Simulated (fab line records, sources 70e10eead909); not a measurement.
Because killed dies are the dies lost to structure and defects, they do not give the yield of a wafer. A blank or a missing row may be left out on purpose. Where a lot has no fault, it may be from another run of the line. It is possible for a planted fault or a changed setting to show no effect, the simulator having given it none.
Comparing a struck lot with a sound one || flow nand_harc || 12 steps out of a route of 1159
Sound: the wafers L122.1, L122.5, L122.6. Wafers L129.1, L129.5, L129.6 were the ones struck. The cause comes at the end.
Per side, at each step with rows, come the tool, then ch with its chambers, and then its first start. Under that, the readings that differ: sound wafers || struck wafers || difference of the means || sigmas: that difference in standard deviations of wafers without a fault.
alike: same words and numbers on both sides, and readings whose means sit less than 2 such deviations apart. not compared: any withheld reading, any reading some wafer has no value for, any bound like >300 that may hide the same value, and any number with overlapping values for which the record gives no deviation.
A row with sigmas, a row that says differs or no value, or rows on one side alone: a step with any of these is where the two part. Non-overlapping numbers with no deviation appear without sigmas and do not part them. A reading missing from all wafers of one side parts the sides only when that side holds two or more wafers.

NHARC_A_STAIRCASE_DEP_322: deposits SiO2, target thk 3800 nm.
  sound on pecvd-03 ch 0,2, day 13 22:19; struck on pecvd-01 ch 0,1,2, day 16 00:37
  alike: heater_power_w, rf_fwd_power_W
then, 1 step without rows for these wafers: NHARC_A_STAIRCASE_ANNEAL_323 (time 1800 s).
NHARC_A_STAIRCASE_DEP_325: deposits SiO2, target thk 3800 nm.
  sound on pecvd-02 ch 0,1,2, day 14 07:07; struck on pecvd-01 ch 0,2, day 16 08:34
{"reading": "heater_power_w (W)", "sound": "627 619 520", "struck": "911 744 649", "difference": "+179", "sigmas": "+2"}
  alike: rf_fwd_power_W
then, 6 steps without rows for these wafers: NHARC_A_STAIRCASE_ANNEAL_326 (time 1800 s); NHARC_A_STAIRCASE_DEHYDRATE_433 (time 120 s); NHARC_A_STAIRCASE_HMDS_434 (time 30 s); NHARC_A_STAIRCASE_COAT_435; NHARC_A_STAIRCASE_SOFTBAKE_436 (time 170 s); NHARC_A_STAIRCASE_EBR_437.
NHARC_A_STAIRCASE_EXPOSE_438: exposes mask STAIR REV.
  sound on krf_scanner-03 ch 0, day 14 14:12; struck on krf_scanner-03 ch 0, day 16 15:47
{"reading": "exposure_dose_mJ_cm2", "sound": "28.971 28.968 29.013", "struck": "42.672 42.658 42.692", "difference": "+13.690", "sigmas": "+99 or more"}
  alike: mask
then, 1 step without rows for these wafers: NHARC_A_STAIRCASE_PEB_439 (peb time 130 s).
-- the record jumps here: 9 days lie between the struck wafers' starts before and after (it left off in module A_STAIRCASE and takes up again in module END, whose first step shown is number 1159 of the route) --
NHARC_END_SORT_01:
  only the struck wafers appear in the record here, on prober-02 ch 0 at day 25 10:52; the sound ones have no rows

## WHERE THEY PART
First at NHARC_A_STAIRCASE_DEP_325; last, within this record, at NHARC_END_SORT_01.

WHY: what had been put in by the simulator
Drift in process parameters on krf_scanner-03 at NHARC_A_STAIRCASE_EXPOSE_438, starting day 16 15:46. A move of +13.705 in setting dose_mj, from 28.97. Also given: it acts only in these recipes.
